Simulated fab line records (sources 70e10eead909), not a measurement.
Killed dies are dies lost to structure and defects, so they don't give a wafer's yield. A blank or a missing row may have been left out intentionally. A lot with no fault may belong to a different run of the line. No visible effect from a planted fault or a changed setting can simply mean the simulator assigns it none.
Chamber matching	flow nand_harc	NHARC_A_SGD_CUT_CMP_21 on cmp-03 has 4 sister chambers
The step polishes, target thk 148.19 nm. 8 wafers are shown with their chamber, then 11 later ones without.

## WAFERS PAIRED WITH THEIR CHAMBERS
wafer	chamber	motor_current_A (A)	time_to_endpoint_s (s)
L080.6	1	11.4	53
L083.3	3	12.3	49
L085.2	0	14.6	47
L085.4	3	12.5	55
L086.1	1	12.4	49
L086.3	0	14.6	44
L086.4	2	13.5	52
L089.1	2	14.2	54

## WAFERS MISSING THEIR CHAMBER
wafer	motor_current_A (A)	time_to_endpoint_s (s)
L089.2	11.1	50
L089.6	13.9	47
L094.3	12.8	54
L094.4	11.9	52
L094.5	11.1	52
L092.2	12.3	50
L092.3	11.9	50
L092.6	11.9	49
L096.3	12.1	44
L096.5	12.0	44
L096.6	14.1	40

## WHICH CHAMBER EACH WENT THROUGH
wafer	from the rows above	in truth
L089.2	can't be placed: 1 or 3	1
L089.6	can't be placed: 0 or 2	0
L094.3	can't be placed: 3 or 1 or 2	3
L094.4	can't be placed: 1 or 3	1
L094.5	can't be placed: 1 or 3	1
L092.2	can't be placed: 3 or 1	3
L092.3	can't be placed: 1 or 3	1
L092.6	can't be placed: 1 or 3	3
L096.3	can't be placed: 1 or 3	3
L096.5	can't be placed: 1 or 3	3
L096.6	0	0
Placed correctly: 1 of 11. These rows do not allow placing 10 (true chamber among the candidates in 10). Placed wrongly: 0.
How it was worked out, from the rows above alone: a wafer's distance from a chamber is the root of the sum, over the readings, of the square of ((its reading less the chamber's mean) divided by the reading's scatter). The wafer belongs to the nearest chamber; if the next one is less than 2 further off, it can't be placed. For every chamber, the mean is computed from those of its wafers that are shown. The scatter is the square root of a quotient: the sum, over the shown wafers, of each reading's squared deviation from its chamber's mean, divided by wafers minus chambers.
